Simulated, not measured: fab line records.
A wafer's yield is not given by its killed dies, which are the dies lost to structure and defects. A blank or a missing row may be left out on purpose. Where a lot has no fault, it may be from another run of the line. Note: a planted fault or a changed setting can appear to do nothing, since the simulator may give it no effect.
What tool caused it?    flow n5Finfet    11 lots with 33 wafers sampled at 5 steps, on a route of 1938 steps

## WHAT THE GAUGES SHOWED, per wafer
N5_BEOL_M8_CD_MEAS_11: the cd target is 38.5 nm.
lot   measured      on        cdNm (nm)
L752  day 10 09:46  cdSem-01  39.4 39.4 38.8
L753  day 10 20:02  cdSem-02  38.4 38.2 39.3
L754  day 11 17:10  cdSem-02  38.2 38.6 38.6
L761  day 12 21:41  cdSem-01  37.8 38.5 38.5
L765  day 13 18:16  cdSem-03  37.2 37.3 37.9
L767  day 14 04:35  cdSem-02  39.0 38.5 38.3
L769  day 14 23:25  cdSem-03  38.7 38.4 38.5
L770  day 15 02:08  cdSem-01  38.6 38.7 38.5
L772  day 15 08:15  cdSem-03  38.5 38.4 38.4
L774  day 16 03:26  cdSem-02  38.6 38.4 38.8
L775  day 16 16:41  cdSem-02  37.6 38.0 38.0

N5_BEOL_M8_INSPECT_13: inspects for defects (brightfield).
lot   measured      on                rawDefectCount
L752  day 10 09:49  defectInspect-01  449 373 381
L753  day 10 20:05  defectInspect-02  511 566 327
L754  day 11 17:13  defectInspect-01  313 300 442
L761  day 12 21:45  defectInspect-01  339 294 344
L765  day 13 18:20  defectInspect-02  374 441 367
L767  day 14 04:38  defectInspect-02  471 439 414
L769  day 14 23:29  defectInspect-01  342 355 250
L770  day 15 02:11  defectInspect-02  511 566 507
L772  day 15 08:18  defectInspect-02  368 388 401
L774  day 16 03:29  defectInspect-01  308 364 257
L775  day 16 16:44  defectInspect-01  349 333 385

N5_BEOL_M8_CD_MEAS_28: the cd target is 40 nm.
lot   measured      on        cdNm (nm)
L752  day 10 12:40  cdSem-01  40.14 40.20 39.84
L753  day 10 20:53  cdSem-01  40.04 39.98 40.31
L754  day 11 18:56  cdSem-01  39.80 39.78 39.62
L761  day 13 00:27  cdSem-03  40.01 39.98 40.27
L765  day 13 22:11  cdSem-02  40.08 39.70 40.11
L767  day 14 06:25  cdSem-01  40.17 40.44 40.27
L769  day 15 01:40  cdSem-03  39.71 40.15 39.96
L770  day 15 03:57  cdSem-02  40.25 40.05 39.96
L772  day 15 09:37  cdSem-02  40.07 39.73 39.72
L774  day 16 07:32  cdSem-03  39.89 40.14 39.94
L775  day 16 18:55  cdSem-03  39.89 39.88 40.20

N5_BEOL_M8_INSPECT_30: inspects for defects (brightfield).
lot   measured      on                rawDefectCount
L752  day 10 12:46  defectInspect-02  490 441 448
L753  day 10 20:59  defectInspect-02  501 546 335
L754  day 11 19:01  defectInspect-01  332 305 469
L761  day 13 00:32  defectInspect-02  366 1492 413
L765  day 13 22:17  defectInspect-02  340 1560 362
L767  day 14 06:31  defectInspect-01  401 384 361
L769  day 15 01:45  defectInspect-01  364 326 266
L770  day 15 04:02  defectInspect-02  539 580 535
L772  day 15 09:42  defectInspect-01  309 339 370
L774  day 16 07:37  defectInspect-01  300 359 230
L775  day 16 19:11  defectInspect-01  341 334 361

## WHICH TOOL RAN EACH LOT (tool, then ch and the chambers of the sampled wafers, then the start)
lot   N5_BEOL_M8_ETCH_62
L752  rieDiel-02 ch 0,3, day 10 09:56
L753  rieDiel-03 ch 0,2, day 10 20:13
L754  rieDiel-05 ch 0,1,3, day 11 17:25
L761  rieDiel-03 ch 0,1,2, day 12 22:16
L765  rieDiel-03 ch 0,2,3, day 13 18:40
L767  rieDiel-05 ch 0,1,2, day 14 04:46
L769  rieDiel-02 ch 1,2, day 15 00:49
L770  rieDiel-05 ch 0,1,2, day 15 02:53
L772  rieDiel-05 ch 1,2, day 15 08:29
L774  rieDiel-03 ch 0,1,3, day 16 03:44
L775  rieDiel-02 ch 2,3, day 16 17:31
- N5_BEOL_M8_ETCH_62: etches SOC in N2/H2, target depth 110 nm, overetch 22 nm, time 165 s.

## AS READ BY THE TOOLS THEMSELVES (means over the sampled wafers that have a number; for cases with no such wafer, the mark the record gives instead)
N5_BEOL_M8_ETCH_62.
lot   tool        drypumpMotorCurrentA (A)  oesProductAu (a.u.)  rfVppV (V)  showerheadPlenumPTorr (Torr)  throttleValvePct (%)
L752  rieDiel-02  5.9                       0.66                 526.7       2.66                          17.96
L753  rieDiel-03  6.2                       0.74                 525.8       2.63                          17.71
L754  rieDiel-05  5.7                       0.64                 525.2       2.58                          17.85
L761  rieDiel-03  6.3                       0.68                 526.0       2.63                          17.74
L765  rieDiel-03  6.1                       0.67                 524.7       2.59                          17.87
L767  rieDiel-05  5.5                       0.68                 524.6       2.57                          17.67
L769  rieDiel-02  5.4                       0.70                 523.7       2.55                          17.86
L770  rieDiel-05  5.5                       0.68                 525.0       2.57                          17.67
L772  rieDiel-05  5.3                       0.71                 522.6       2.50                          17.48
L774  rieDiel-03  6.4                       0.63                 524.0       2.56                          17.73
L775  rieDiel-02  5.9                       0.67                 527.0       2.66                          18.02

## THE ANSWER, worked out from the rows above alone
Rule: usual is defined by the lots themselves. Put in order of their means at a reading, lots are off if they are a third of the lots or fewer, leave a main group of 4 or more, and stand apart from it by a gap of 3 or more times the standard deviation of the main group's means; of several such gaps the widest counts. A main group is skipped when, at the precision printed for the reading in the tables above, its means are all equal. A lot without any number at a reading at which 4 lots or more have one is off too. All remaining lots with rows at the step are treated as sound. The gauges are gone through in route order, then the tools' own readings, and for those a lot's mean is taken as printed above. At the first step where some lot is off, the reading lying furthest off is the one used; lots without a number count as furthest.
Across all readings shown, no lot is off: no conclusion can be drawn from this.

## WHAT THE SIMULATOR PUT IN
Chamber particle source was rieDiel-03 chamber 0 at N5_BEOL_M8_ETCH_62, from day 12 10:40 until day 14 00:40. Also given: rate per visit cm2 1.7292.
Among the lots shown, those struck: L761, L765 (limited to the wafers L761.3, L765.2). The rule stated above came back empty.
